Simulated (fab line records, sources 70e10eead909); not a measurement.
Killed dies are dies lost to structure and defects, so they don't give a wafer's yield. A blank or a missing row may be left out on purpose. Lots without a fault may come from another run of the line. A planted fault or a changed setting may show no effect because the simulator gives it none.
fab line records | flow nand_harc
record lots=13 wafers=39 last_day=24
route steps=1159 shown A_WL_FILL@809 A_CONTACT@842 END@1159
lots that met no fault: from a run of the same line without faults
start_h: hours from the record's first day to the start of the lot's first wafer shown | wait_h: hours since the lot's step before | " the same as in the row above | L1.1+2: a row that stands for several wafers | - no value, or no start given | * or withheld: withheld | < > ~ a bound
route shown NAME@n: a module of which the file shows steps, and the number in the route of the first | usual: mean/standard deviation of fault-free wafers | same: alike in all rows | chamber/n: place in a boat | sites: the reading at each site | _std_site: their standard deviation | _edge_site: outer sites' mean less inner sites' | radius_mm: how far each site lies from the wafer's centre | mask NAME#n: copy n | behind: the tool/chamber that last shaped the wafer | hold: why the lot was held/for how many hours/how that ended | device: the transistor (n, p or np) that didn't switch | end of line: the same wafers' tests at the end of the route | a step without rows: its recipe alone | killed: dies lost to structure and defects at the first sort, not the wafer's yield | map: a wafer's dies, x killed, . not, _ none there
set.NAME: the setting as run; set.NAME@STEP: as run at that earlier step | model.NAME: the simulator's own value behind a step, which no gauge read
steps of the route over a sample of lots; a table a step, a row a wafer
services: from which hour (start_h, from the record's first day; less than 0 if before it) a tool's chamber was out of use, for how many hours, and why
## steps
# step NHARC_A_WL_FILL_ALD_00
# recipe target_thk_a=30 pulse_time_s=3 ald_cycles=30 temp_c=300 material=Al2O3
# usual heater_power_w=444/35 precursor_pulse_height_rel=1.001/0.02
# columns lot.wafer tool chamber start_h wait_h heater_power_w precursor_pulse_height_rel
L428.1 ald_hk-04 3 331.34 0.1 481 1.017
L428.3 " 0 " " 476 1.019
L428.5 " 2 " " 514 0.987
L430.1 ald_hk-04 2 334.60 0.1 511 1.002
L430.2 " 1 " " 472 1.005
L430.5 " 2 " " 509 1.037
L429.3 ald_hk-02 0 334.60 0.1 422 0.980
L429.2 " 2 " " 424 0.965
L429.6 " 0 " " 428 0.991
L432.2 ald_hk-02 0 344.62 0.1 441 0.984
L432.5 " 1 " " 443 0.992
L432.6 " 2 " " 433 1.007
L434.2 ald_hk-01 0 355.46 0.2 444 1.018
L434.1 " 1 " " 467 1.033
L434.6 " 1 " " 470 1.012
L441.1 ald_hk-02 3 403.98 0.1 410 1.012
L441.3 " 0 " " 429 0.982
L441.2 " 1 " " 440 0.994
L440.2 ald_hk-04 3 403.99 0.1 479 0.990
L440.4 " 0 " " 478 0.968
L440.5 " 1 " " 493 1.052
L445.1 ald_hk-02 2 424.08 0.1 429 1.024
L445.3 " 0 " " 430 1.006
L445.5 " 2 " " 427 1.003
L442.2 ald_hk-02 2 424.24 0.2 441 1.000
L442.5 " 2 " " 431 1.001
L442.6 " 3 " " 398 0.976
L443.1 ald_hk-04 0 424.25 0.2 482 1.001
L443.4 " 3 " " 487 1.004
L443.5 " 1 " " 493 0.990
L451.2 ald_hk-01 0 456.09 0.1 434 1.010
L451.1 " 2 " " 393 0.987
L451.3 " 3 " " 388 0.973
L450.1 ald_hk-02 3 456.09 0.1 408 1.013
L450.4 " 1 " " 447 0.976
L450.5 " 3 " " 405 0.995
L449.4 ald_hk-02 1 456.25 0.2 444 0.987
L449.2 " 0 " " 429 1.024
L449.5 " 2 " " 432 0.997
# step NHARC_A_WL_FILL_STRIP_29
# recipe time_s=20 o2_flow_sccm=500 ar_flow_sccm=0 bias_w=0 chemistry=O2
# usual drypump_motor_current_A=5.6/0.34 oes_product_au=1.002/0.0085 rf_vpp_V=58.0/0.84 showerhead_plenum_p_Torr=3.60/0.11 throttle_valve_pct=17.037/0.0083
# same time_s=20
# columns lot.wafer tool chamber start_h wait_h drypump_motor_current_A oes_product_au rf_hours_counter_h rf_vpp_V showerhead_plenum_p_Torr throttle_valve_pct
L428.1 rie_diel-08 3 350.59 0.1 6.1 1.003 1.5 57.9 3.62 17.042
L428.3 " 1 " " 5.2 1.010 1.2 57.8 3.61 17.045
L428.5 " 3 " " 6.1 0.996 - 57.4 3.62 17.040
L429.3 rie_diel-03 0 351.63 0.1 5.5 0.998 5.0 57.5 3.70 17.032
L429.2 " 1 " " 5.4 0.992 5.3 56.9 3.70 17.047
L429.6 " 0 " " 5.5 1.008 - 58.7 3.70 17.037
L430.2 rie_diel-03 3 356.71 0.1 5.5 1.001 5.4 58.3 3.55 17.024
L430.1 " 1 " " 5.5 1.004 5.6 57.2 3.70 17.036
L430.5 " 0 " " 5.5 1.001 - 57.0 3.70 17.038
L432.2 rie_diel-12 2 359.15 0.1 5.9 1.005 8.5 56.8 3.78 17.043
L432.6 " 3 " " 5.9 0.999 - 58.3 3.47 17.030
L432.5 " 0 " " 6.2 0.999 - 58.6 3.55 17.045
L434.1 rie_diel-08 2 382.35 0.1 5.3 1.015 2.4 57.9 3.55 17.053
L434.2 " 3 " " 6.1 1.006 2.5 58.5 3.62 17.039
L434.6 " 3 " " 6.1 1.000 - 58.1 3.62 17.026
L440.2 rie_diel-03 1 418.60 0.1 5.5 1.000 0.9 57.1 3.70 17.039
L440.4 " 3 " " 5.5 1.007 0.9 58.8 3.55 17.041
L440.5 " 0 " " 5.5 0.990 - 57.7 3.70 17.045
L441.1 rie_diel-12 1 418.61 0.1 5.6 0.998 1.7 56.3 3.40 17.033
L441.3 " 2 " " 5.9 1.006 1.5 58.1 3.77 17.043
L441.2 " 0 " " 6.1 1.016 1.8 58.5 3.55 17.034
L445.1 rie_diel-08 0 442.39 0.1 5.2 0.972 4.0 57.8 3.71 17.028
L445.3 " 3 " " 6.1 0.990 4.1 59.1 3.62 17.051
L445.5 " 0 " " 5.2 0.975 - 58.7 3.71 17.030
L442.2 rie_diel-03 2 442.81 0.1 5.7 1.000 1.8 58.6 3.73 17.031
L442.6 " 0 " " 5.5 0.992 - 58.1 3.70 17.034
L442.5 " 1 " " 5.5 0.996 - 57.9 3.70 17.011
L443.1 rie_diel-12 3 445.49 0.1 5.9 1.000 2.7 58.1 3.47 17.036
L443.4 " 0 " " 6.2 1.006 3.0 56.7 3.55 17.010
L443.5 " 1 " " 5.6 0.998 - 56.6 3.40 17.041
L451.3 rie_diel-12 2 474.81 0.1 5.9 1.009 5.7 59.1 3.77 17.053
L451.1 " 3 " " 5.9 0.997 5.3 58.0 3.47 17.031
L451.2 " 0 " " 6.1 1.017 5.1 57.0 3.55 17.041
L450.1 rie_diel-08 3 474.85 0.1 6.1 0.987 4.9 57.3 3.62 17.033
L450.4 " 1 " " 5.2 0.997 - 57.1 3.61 17.035
L450.5 " 2 " " 5.3 1.009 - 57.9 3.55 17.037
L449.2 rie_diel-08 2 478.05 0.1 5.2 1.003 5.0 58.8 3.55 17.038
L449.5 " 3 " " 6.1 0.994 - 57.2 3.62 17.032
L449.4 " 1 " " 5.1 0.999 - 59.8 3.61 17.030
# step NHARC_A_WL_FILL_ETCHBACK_26
# recipe target_depth_a=520 time_s=13.3 hbr_flow_sccm=150 rf_w=350 icp_w=350 bias_w=60 chemistry=HBr
# usual drypump_motor_current_A=5.8/0.32 oes_product_au=1.000/0.0079 throttle_valve_pct=23.265/0.0093
# same time_s=13.3
# columns lot.wafer tool chamber start_h wait_h drypump_motor_current_A oes_product_au rf_hours_counter_h throttle_valve_pct
L428.3 rie_si-03 0 355.74 0.4 6.0 0.995 0.1 23.262
L428.1 " 2 " " 6.2 1.006 0.0 23.259
L428.5 " 0 " " 6.0 0.996 - 23.260
L429.3 rie_si-02 3 355.75 0.4 5.3 0.988 1.0 23.275
L429.2 " 0 " " 5.9 0.998 0.9 23.267
L429.6 " 2 " " 5.8 1.003 - 23.268
L430.2 rie_si-05 1 362.17 0.4 6.0 1.011 0.9 23.269
L430.1 " 3 " " 5.4 1.006 0.9 23.264
L430.5 " 2 " " 5.3 0.994 - 23.270
L432.2 rie_si-03 1 362.17 0.4 6.2 1.001 0.1 23.270
L432.6 " 1 " " 6.3 1.001 - 23.251
L432.5 " 2 " " 6.2 1.007 - 23.275
L434.2 rie_si-05 0 387.82 0.4 5.8 1.248 0.9 23.253
L434.1 " 2 " " 5.3 0.986 1.2 23.288
L434.6 " 3 " " 5.5 0.985 - 23.268
L441.2 rie_si-02 3 423.93 0.4 5.3 0.998 0.3 23.252
L441.1 " 0 " " 5.9 1.007 0.2 23.259
L441.3 " 1 " " 5.9 1.003 0.3 23.273
L440.2 rie_si-03 0 423.94 0.4 5.9 0.997 0.7 23.262
L440.4 " 1 " " 6.3 0.995 0.7 23.258
L440.5 " 2 " " 6.2 0.996 - 23.252
L445.1 rie_si-03 0 447.43 0.4 5.9 1.000 0.8 23.261
L445.3 " 2 " " 6.2 1.001 0.9 23.273
L445.5 " 1 " " 6.3 0.995 - 23.263
L442.2 rie_si-02 2 447.46 0.4 5.8 1.001 0.5 23.269
L442.5 " 0 " " 5.9 0.991 - 23.267
L442.6 " 1 " " 6.0 0.996 - 23.256
L443.4 rie_si-02 3 450.78 0.4 5.3 1.005 0.5 23.252
L443.1 " 1 " " 6.0 1.000 0.5 23.279
L443.5 " 3 " " 5.3 0.999 - 23.254
L450.1 rie_si-03 2 479.91 0.4 6.2 1.002 1.1 23.277
L450.4 " 2 " " 6.2 1.003 - 23.289
L450.5 " 0 " " 6.0 1.007 - 23.265
L451.1 rie_si-02 3 479.91 0.4 5.3 1.003 0.8 23.275
L451.3 " 0 " " 5.9 0.997 0.7 23.256
L451.2 " 1 " " 6.0 1.018 0.6 23.272
L449.2 rie_si-05 3 483.36 0.4 5.5 1.011 0.4 23.283
L449.4 " 0 " " 5.8 1.014 0.3 23.259
L449.5 " 2 " " 5.3 0.996 - 23.251
# step NHARC_A_CONTACT_DEP_28
# recipe target_thk_a=36000 temp_c=400 material=aC
# usual throttle_valve_pct=35.001/0.0097
# columns lot.wafer tool chamber start_h wait_h throttle_valve_pct
L429.2 acl_dep-01 0 364.01 1.6 35.004
L429.3 " 0 " " 35.000
L429.6 " 0 365.48 3.1 34.984
L428.1 acl_dep-03 0 367.65 0.9 34.995
L428.3 " 0 " " 34.997
L428.5 " 0 " " 35.002
L430.1 acl_dep-02 0 374.88 1.3 35.009
L430.2 " 0 " " 34.998
L430.5 " 0 376.35 2.7 34.974
L432.2 acl_dep-01 0 375.17 1.7 34.982
L432.5 " 0 376.26 2.8 34.993
L432.6 " 0 " " 35.004
L434.1 acl_dep-03 0 399.07 0.1 34.996
L434.2 " 0 " " 34.999
L434.6 " 0 400.92 1.9 35.013
L441.1 acl_dep-01 0 430.56 0.1 35.011
L441.2 " 0 " " 34.997
L441.3 " 0 " " 35.006
L440.2 acl_dep-03 0 431.90 1.1 34.991
L440.4 " 0 " " 35.000
L440.5 " 0 " " 35.001
L442.2 acl_dep-01 0 454.49 0.4 35.003
L442.5 " 0 455.59 1.5 35.000
L442.6 " 0 " " 35.011
L445.1 acl_dep-03 0 458.40 0.1 34.989
L445.3 " 0 " " 34.993
L445.5 " 0 " " 34.978
L443.1 acl_dep-01 0 460.82 0.4 34.999
L443.4 " 0 461.93 1.6 35.020
L443.5 " 0 " " 35.006
L451.1 acl_dep-03 0 488.23 1.2 34.994
L451.2 " 0 " " 35.022
L451.3 " 0 " " 35.019
L450.1 acl_dep-02 0 492.67 1.4 35.001
L450.4 " 0 493.76 2.5 34.992
L450.5 " 0 " " 34.997
L449.2 acl_dep-03 0 497.47 0.4 35.000
L449.4 " 0 " " 35.009
L449.5 " 0 " " 35.008
# step NHARC_END_SORT_01
# recipe temp_c=25
# usual killed_at_array=28/11 killed_at_other=0.8/1.3 killed_at_periphery=3.6/2.5 killed_dies=32/11 killed_open=3.0/1.8 killed_short=2.0/1.5
# same gross_dies=677
# columns lot.wafer tool chamber start_h wait_h killed_at_array killed_at_other killed_at_periphery killed_dies killed_open killed_short
L432.2 prober-02 0 478.06 2.8 23 0 3 26 2 2
L432.5 prober-02 0 480.47 3.7 49 0 5 54 6 2
L432.6 prober-02 0 481.28 4.0 31 0 1 32 3 2
L434.1 prober-01 0 485.23 2.5 29 2 3 34 1 4
L434.2 prober-01 0 486.03 2.8 34 1 4 39 4 2
L434.6 prober-01 0 489.23 4.0 28 0 2 30 5 0
L441.2 prober-02 0 517.14 2.8 33 0 0 33 0 2
L440.2 prober-01 0 517.33 2.8 20 1 3 24 2 4
L440.4 prober-01 0 518.96 3.5 21 0 7 28 2 4
L440.5 prober-01 0 519.77 3.8 32 2 7 41 2 2
L442.2 prober-02 0 525.03 2.8 15 0 4 19 2 1
L442.5 prober-02 0 527.42 3.7 32 0 3 35 5 5
L442.6 prober-02 0 528.21 4.0 22 1 2 25 3 1
L443.1 prober-01 0 540.05 2.5 35 0 4 39 4 7
L443.4 prober-01 0 542.46 3.4 38 1 6 45 4 2
L443.5 prober-01 0 543.26 3.7 38 1 1 40 2 3
L450.1 prober-01 0 570.12 2.5 31 0 2 33 4 3
L450.4 prober-01 0 572.51 3.4 17 0 4 21 4 2
L450.5 prober-01 0 573.31 3.7 26 0 3 29 8 0
L449.2 prober-02 0 577.86 2.8 50 2 2 54 2 2
L449.4 prober-02 0 579.48 3.4 47 3 2 52 4 4
L449.5 prober-02 0 580.29 3.7 50 0 6 56 5 5
# killed by level:class
L432.2 A_SLIT:chamber_film_flake=10 A_CHANNEL_HOLE_D1:chamber_film_flake=5 A_CONTACT:chamber_film_flake=5 P_CONTACT:geometric_particle:short=1 P_CONTACT:geometric_particle:open=1 P_M0:geometric_particle:open=1 A_M1:geometric_particle:short=1 A_CHANNEL_FILL_D1:chamber_film_flake=1
L432.5 A_SLIT:chamber_film_flake=17 A_CHANNEL_HOLE_D1:chamber_film_flake=15 A_CONTACT:chamber_film_flake=5 A_WL_FILL:chamber_film_flake=4 A_WL_FILL:geometric_particle:short=2 A_BLC:geometric_particle:open=2 P_STI:chamber_film_flake=2 A_BONDPAD:chamber_film_flake=2
L432.6 A_SLIT:chamber_film_flake=10 A_CHANNEL_HOLE_D1:chamber_film_flake=8 A_WL_FILL:chamber_film_flake=3 A_CONTACT:chamber_film_flake=2 A_BONDPAD:chamber_film_flake=2 A_ONON_D1:geometric_particle:open=1 A_CHANNEL_FILL_D1:geometric_particle:open=1 A_CHANNEL_FILL_D1:geometric_particle:short=1
L434.1 A_CHANNEL_HOLE_D1:chamber_film_flake=16 A_SLIT:chamber_film_flake=9 A_ONON_D1:geometric_particle:short=2 THIN_TSV:chamber_film_flake=2 P_CONTACT:geometric_particle:open=1 P_M0:geometric_particle:short=1 A_CONTACT:geometric_particle:short=1 P_GATE:chamber_film_flake=1
L434.2 A_CHANNEL_HOLE_D1:chamber_film_flake=14 A_SLIT:chamber_film_flake=14 P_GATE:geometric_particle:open=1 P_CONTACT:geometric_particle:open=1 A_WL_FILL:geometric_particle:short=1 A_CONTACT:geometric_particle:short=1 A_CONTACT:geometric_particle:open=1 A_M1:geometric_particle:open=1
L434.6 A_SLIT:chamber_film_flake=15 A_CHANNEL_HOLE_D1:chamber_film_flake=9 A_CHANNEL_FILL_D1:geometric_particle:open=2 P_CONTACT:geometric_particle:open=1 P_M0:geometric_particle:open=1 A_CHANNEL_HOLE_D1:geometric_particle:open=1 A_CONTACT:chamber_film_flake=1
L441.2 A_SLIT:chamber_film_flake=14 A_CONTACT:chamber_film_flake=6 A_STAIRCASE:chamber_film_flake=4 A_WL_FILL:chamber_film_flake=4 A_CHANNEL_HOLE_D1:chamber_film_flake=3 A_WL_FILL:geometric_particle:short=1 A_BLC:geometric_particle:short=1
L440.2 A_CHANNEL_HOLE_D1:chamber_film_flake=8 A_STAIRCASE:chamber_film_flake=3 A_CONTACT:chamber_film_flake=2 A_M1:chamber_film_flake=2 P_GATE:geometric_particle:short=1 P_M0:geometric_particle:short=1 A_WL_FILL:geometric_particle:short=1 A_CONTACT:geometric_particle:open=1
L440.4 A_CHANNEL_HOLE_D1:chamber_film_flake=7 P_CONTACT:chamber_film_flake=5 A_M1:chamber_film_flake=5 A_STAIRCASE:chamber_film_flake=3 A_SGD_CUT:geometric_particle:short=2 P_CONTACT:geometric_particle:open=1 A_SOURCE_PLATE:geometric_particle:short=1 A_ONON_D1:geometric_particle:short=1
L440.5 A_CHANNEL_HOLE_D1:chamber_film_flake=18 P_CONTACT:chamber_film_flake=6 A_M1:chamber_film_flake=5 A_ZERO_WELL:chamber_film_flake=2 THIN_TSV:chamber_film_flake=2 A_STAIRCASE:chamber_film_flake=2 P_M1:geometric_particle:short=1 A_ONON_D1:geometric_particle:short=1
L442.2 A_CHANNEL_HOLE_D1:chamber_film_flake=9 A_CONTACT:chamber_film_flake=4 P_CONTACT:geometric_particle:open=1 P_M2:geometric_particle:open=1 A_M0:geometric_particle:short=1 P_ZERO_WELL:chamber_film_flake=1 P_M2:chamber_film_flake=1 A_STAIRCASE:chamber_film_flake=1
L442.5 A_CHANNEL_HOLE_D1:chamber_film_flake=15 A_CONTACT:chamber_film_flake=5 A_CHANNEL_FILL_D1:geometric_particle:short=4 A_STAIRCASE:chamber_film_flake=3 A_M0:geometric_particle:open=2 P_CONTACT:geometric_particle:open=1 P_M0:geometric_particle:open=1 A_CONTACT:geometric_particle:short=1
L442.6 A_CHANNEL_HOLE_D1:chamber_film_flake=10 A_CONTACT:chamber_film_flake=7 A_STAIRCASE:chamber_film_flake=3 P_CONTACT:geometric_particle:open=1 A_CHANNEL_FILL_D1:geometric_particle:open=1 A_M0:geometric_particle:open=1 P_BONDPAD:chamber_film_flake=1 STARTING-WAFER:geometric_particle:short=1
L443.1 A_SLIT:chamber_film_flake=14 A_CHANNEL_HOLE_D1:chamber_film_flake=5 A_CONTACT:chamber_film_flake=5 A_SGD_CUT:geometric_particle:short=3 A_CONTACT:geometric_particle:open=2 A_CHANNEL_FILL_D1:chamber_film_flake=2 P_CONTACT:geometric_particle:short=1 P_CONTACT:geometric_particle:open=1
L443.4 A_SLIT:chamber_film_flake=16 A_CHANNEL_HOLE_D1:chamber_film_flake=7 A_CHANNEL_FILL_D1:chamber_film_flake=4 A_STAIRCASE:chamber_film_flake=4 A_CONTACT:chamber_film_flake=4 A_CONTACT:geometric_particle:open=2 P_M1:chamber_film_flake=2 P_CONTACT:geometric_particle:short=1
L443.5 A_SLIT:chamber_film_flake=20 A_CHANNEL_HOLE_D1:chamber_film_flake=7 A_CHANNEL_FILL_D1:chamber_film_flake=2 A_STAIRCASE:chamber_film_flake=2 A_CONTACT:chamber_film_flake=2 A_ONON_D1:geometric_particle:open=1 A_CHANNEL_FILL_D1:geometric_particle:short=1 A_SGD_CUT:geometric_particle:short=1
L450.1 A_CHANNEL_HOLE_D1:chamber_film_flake=10 A_ZERO_WELL:chamber_film_flake=6 A_CONTACT:chamber_film_flake=4 A_STAIRCASE:chamber_film_flake=3 A_ONON_D1:geometric_particle:short=1 A_ONON_D1:geometric_particle:open=1 A_CHANNEL_HOLE_D1:geometric_particle:open=1 A_SGD_CUT:geometric_particle:short=1
L450.4 A_CHANNEL_HOLE_D1:chamber_film_flake=5 A_STAIRCASE:chamber_film_flake=5 A_CONTACT:chamber_film_flake=4 A_M0:geometric_particle:open=2 P_STI:geometric_particle:short=1 P_CONTACT:geometric_particle:open=1 P_M1:geometric_particle:short=1 A_CONTACT:geometric_particle:open=1
L450.5 A_CHANNEL_HOLE_D1:chamber_film_flake=10 A_CONTACT:chamber_film_flake=5 A_CHANNEL_FILL_D1:geometric_particle:open=3 P_GATE:chamber_film_flake=3 A_CHANNEL_HOLE_D1:geometric_particle:open=2 A_STAIRCASE:chamber_film_flake=2 A_SLIT:geometric_particle:open=1 A_WL_FILL:geometric_particle:open=1
L449.2 A_SLIT:chamber_film_flake=20 A_CHANNEL_HOLE_D1:chamber_film_flake=12 A_WL_FILL:chamber_film_flake=5 A_STAIRCASE:chamber_film_flake=4 A_CONTACT:chamber_film_flake=4 A_CHANNEL_HOLE_D1:geometric_particle:short=1 A_CHANNEL_FILL_D1:geometric_particle:short=1 A_SLIT:geometric_particle:open=1
L449.4 A_CHANNEL_HOLE_D1:chamber_film_flake=15 A_SLIT:chamber_film_flake=15 A_STAIRCASE:chamber_film_flake=4 A_WL_FILL:chamber_film_flake=3 A_CONTACT:chamber_film_flake=3 HYBRID_BOND:chamber_film_flake=2 A_M0:chamber_film_flake=2 P_GATE:geometric_particle:short=1
L449.5 A_SLIT:chamber_film_flake=19 A_CHANNEL_HOLE_D1:chamber_film_flake=16 A_CONTACT:chamber_film_flake=4 A_STAIRCASE:chamber_film_flake=3 P_GATE:geometric_particle:open=2 P_M0:geometric_particle:open=2 A_CHANNEL_FILL_D1:geometric_particle:short=2 P_GATE:geometric_particle:short=1
## services
# columns tool chamber start_h hours kind
ald_hk-02 - 321.88 3.0 repair
rie_si-03 - 332.00 9.0 pm
acl_dep-02 - 351.01 13.0 pm
ald_hk-04 - 364.00 10.0 pm
rie_diel-03 2 364.58 3.6 repair
rie_si-05 3 366.30 3.3 repair
rie_diel-12 1 371.22 2.4 repair
rie_diel-12 - 379.40 9.0 pm
rie_diel-08 - 386.14 0.4 repair
rie_si-02 - 388.00 9.0 pm
rie_diel-03 - 392.30 9.0 pm
acl_dep-03 - 404.33 13.0 pm
rie_si-05 - 416.00 9.0 pm
rie_si-05 0 453.52 9.1 repair
rie_diel-08 0 457.76 21.6 repair
rie_si-03 3 460.61 113.9 repair
ald_hk-02 - 465.42 10.0 pm
ald_hk-02 0 465.42 10.0 vent_cycle
ald_hk-02 1 465.42 10.0 vent_cycle
ald_hk-02 2 465.42 10.0 vent_cycle
ald_hk-02 3 465.42 10.0 vent_cycle
acl_dep-01 - 474.90 13.0 pm
ald_hk-02 0 475.42 - clean
rie_diel-08 - 478.80 9.0 pm
## key
first_sign step=NHARC_A_WL_FILL_ETCHBACK_26 reading=oes_product_au direction=up sigmas=31 usual=1.000 struck=1.248
effect none on later readings
met_at NHARC_A_WL_FILL_ETCHBACK_26
struck_lots L434
struck_wafers L434.2
tester_left_out L434
not_acting_at NHARC_A_WL_FILL_ALD_00,NHARC_A_WL_FILL_STRIP_29,NHARC_A_CONTACT_DEP_28
onset_between 362.17 387.82
fault kind=process_parameter_drift tool=rie_si-05 chamber=- onset_h=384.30 steps=NHARC_A_WL_FILL_ETCHBACK_26 channel=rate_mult offset=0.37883 shape=step end_h=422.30 scope=struck_wafers_only
# tester_left_out: of these lots the tester's yield and bins aren't shown, on N5 and GAA mostly nor the transistor test; their killed dies are dies lost to structure and defects alone, not to doping, threshold or leakage, so they don't give the yield
